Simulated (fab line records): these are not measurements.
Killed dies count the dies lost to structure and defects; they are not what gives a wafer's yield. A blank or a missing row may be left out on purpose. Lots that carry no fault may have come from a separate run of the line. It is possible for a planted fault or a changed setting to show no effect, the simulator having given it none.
Comparing a struck lot with a sound one | flow nandHarc | 38 out of 1302 route steps
Sound: wafers L665.2, L665.3, L665.5. The struck wafers were L672.3, L672.4, L672.6. Last of all comes the cause.
Order at every step that has rows: each side's tool, ch and its chambers, its first start. Under that, the readings that differ: sound wafers | struck wafers | difference of the means | sigmas: that difference in standard deviations of wafers without a fault.
alike: same words and numbers on both sides, and readings whose means sit less than 2 such deviations apart. not compared: any withheld reading, any reading some wafer has no value for, any bound like >300 that may hide the same value, and any number with overlapping values for which the record gives no deviation.
The two part at a step that has a row with sigmas, a row that says differs or no value, or rows on one side only. When numbers do not overlap yet have no deviation, they are printed without sigmas and do not part them. A reading that every wafer of one side lacks parts them only if that side has two wafers or more.

NHARC_A_ZERO_WELL_INSPECT_17:
  sound: defectInspect-01 at day 9 02:25; struck: defectInspect-01 at day 11 16:53
  alike: rawDefectCount
then, 3 steps without rows for these wafers: NHARC_A_SOURCE_PLATE_PRECLEAN_00 (cleans in HF-LAST, time 60 s); NHARC_A_SOURCE_PLATE_SRD_01; NHARC_A_SOURCE_PLATE_OXIDE_02 (material SiO2, target thk 10 nm, ox time 1362 s).
NHARC_A_SOURCE_PLATE_THK_MEAS_09: measures by ellipsometry.
  sound: filmMetro-02 at day 9 09:14; struck: filmMetro-01 at day 12 00:16
  alike: thkNm
then, 3 steps without rows for these wafers: NHARC_A_SOURCE_PLATE_PVD_04 (deposits WSi2, target thk 50 nm); NHARC_A_SOURCE_PLATE_CVD_03 (deposits poly-Si, target thk 200 nm, time 4000 s); NHARC_A_SOURCE_PLATE_ANNEAL_05 (time 1800 s).
NHARC_A_SOURCE_PLATE_THK_MEAS_06: measures by ellipsometry.
  sound: filmMetro-02 at day 9 22:55; struck: filmMetro-02 at day 12 15:07
  alike: thkNm
NHARC_A_SOURCE_PLATE_INSPECT_08:
  sound: defectInspect-01 at day 9 22:59; struck: defectInspect-02 at day 12 15:13
  alike: rawDefectCount
NHARC_A_ONON_D1_DEP_00: target thk 1000 nm.
  sound on pecvdOnon-04 ch 0, day 9 23:06; struck on pecvdOnon-04 ch 0, day 12 15:24
  alike: nh3FlowSccm
NHARC_A_ONON_D1_THK_MEAS_02: measures by ellipsometry.
  sound: filmMetro-01 at day 9 23:34; struck: filmMetro-01 at day 12 15:47
reading    | sound       | struck         | difference | sigmas
thkNm (nm) | 986 988 986 | 1009 1009 1011 | +23        | +2
then, 1 step without rows for these wafers: NHARC_A_ONON_D1_DEP_03 (target thk 1000 nm).
NHARC_A_ONON_D1_THK_MEAS_05: measures by ellipsometry.
  sound: filmMetro-01 at day 10 00:08; struck: filmMetro-01 at day 12 16:22
  alike: thkNm
then, 1 step without rows for these wafers: NHARC_A_ONON_D1_DEP_06 (target thk 1000 nm).
NHARC_A_ONON_D1_THK_MEAS_08: measures by ellipsometry.
  sound: filmMetro-02 at day 10 00:44; struck: filmMetro-02 at day 12 16:56
reading    | sound          | struck      | difference | sigmas
thkNm (nm) | 1006 1008 1007 | 988 988 988 | -19        | -2
then, 1 step without rows for these wafers: NHARC_A_ONON_D1_DEP_09 (target thk 1000 nm).
NHARC_A_ONON_D1_THK_MEAS_11: measures by ellipsometry.
  sound: filmMetro-02 at day 10 01:18; struck: filmMetro-01 at day 12 17:30
  alike: thkNm
then, 1 step without rows for these wafers: NHARC_A_ONON_D1_DEP_12 (target thk 1000 nm).
NHARC_A_ONON_D1_THK_MEAS_14: measures by ellipsometry.
  sound: filmMetro-02 at day 10 01:53; struck: filmMetro-01 at day 12 18:04
  alike: thkNm
then, 2 steps without rows for these wafers: NHARC_A_ONON_D1_ANNEAL_15 (time 3600 s); NHARC_A_ONON_D1_DEP_16 (target thk 1000 nm).
NHARC_A_ONON_D1_THK_MEAS_18: measures by ellipsometry.
  sound: filmMetro-02 at day 10 10:24; struck: filmMetro-01 at day 13 06:05
  alike: thkNm
then, 1 step without rows for these wafers: NHARC_A_ONON_D1_DEP_19 (target thk 1000 nm).
NHARC_A_ONON_D1_THK_MEAS_21: measures by ellipsometry.
  sound: filmMetro-02 at day 10 10:58; struck: filmMetro-01 at day 13 06:40
  alike: thkNm
then, 1 step without rows for these wafers: NHARC_A_ONON_D1_DEP_22 (target thk 1000 nm).
NHARC_A_ONON_D1_THK_MEAS_24: measures by ellipsometry.
  sound: filmMetro-02 at day 10 11:32; struck: filmMetro-01 at day 13 07:13
  alike: thkNm
then, 1 step without rows for these wafers: NHARC_A_ONON_D1_DEP_25 (target thk 1000 nm).
NHARC_A_ONON_D1_THK_MEAS_27: measures by ellipsometry.
  sound: filmMetro-02 at day 10 12:06; struck: filmMetro-01 at day 13 07:47
  alike: thkNm
then, 1 step without rows for these wafers: NHARC_A_ONON_D1_DEP_28 (target thk 1000 nm).
NHARC_A_ONON_D1_THK_MEAS_30: measures by ellipsometry.
  sound: filmMetro-02 at day 10 12:47; struck: filmMetro-01 at day 13 08:21
  alike: thkNm
NHARC_A_ONON_D1_DEP_33: deposits SiO2, target thk 200 nm.
  sound on pecvd-03 ch 0,1,2, day 10 12:58; struck on pecvd-03 ch 0,2, day 13 08:32
  alike: heaterPowerW, throttleValvePct
NHARC_A_ONON_D1_THK_MEAS_34: measures by ellipsometry.
  sound: filmMetro-02 at day 10 13:23; struck: filmMetro-01 at day 13 08:58
  alike: thkNm
NHARC_A_CHANNEL_HOLE_D1_DEP_00: deposits aC, target thk 3100 nm.
  sound on aclDep-03 ch 0, day 10 16:05; struck on aclDep-02 ch 0, day 13 09:45
  alike: throttleValvePct
NHARC_A_CHANNEL_HOLE_D1_DEP_01: deposits SiON, target thk 140 nm.
  sound on pecvd-01 ch 0,1,2, day 10 17:41; struck on pecvd-01 ch 1,2, day 13 11:06
  alike: heaterPowerW
then, 2 steps without rows for these wafers: NHARC_A_CHANNEL_HOLE_D1_DEHYDRATE_02 (time 120 s); NHARC_A_CHANNEL_HOLE_D1_HMDS_03 (time 30 s).
-- the record jumps here: 16 days lie between the struck wafers' starts before and after (it left off in module A_CHANNEL_HOLE_D1 and takes up again in module END, whose first step shown is number 1302 of the route) --
NHARC_END_SORT_01:
  here the record holds rows for the struck wafers (prober-02 ch 0, day 29 08:18) but none for the sound ones

== WHERE THEY PART ==
Last at NHARC_END_SORT_01 as far as this record goes, first at NHARC_A_ONON_D1_THK_MEAS_02.

WHY: whatever the simulator had introduced
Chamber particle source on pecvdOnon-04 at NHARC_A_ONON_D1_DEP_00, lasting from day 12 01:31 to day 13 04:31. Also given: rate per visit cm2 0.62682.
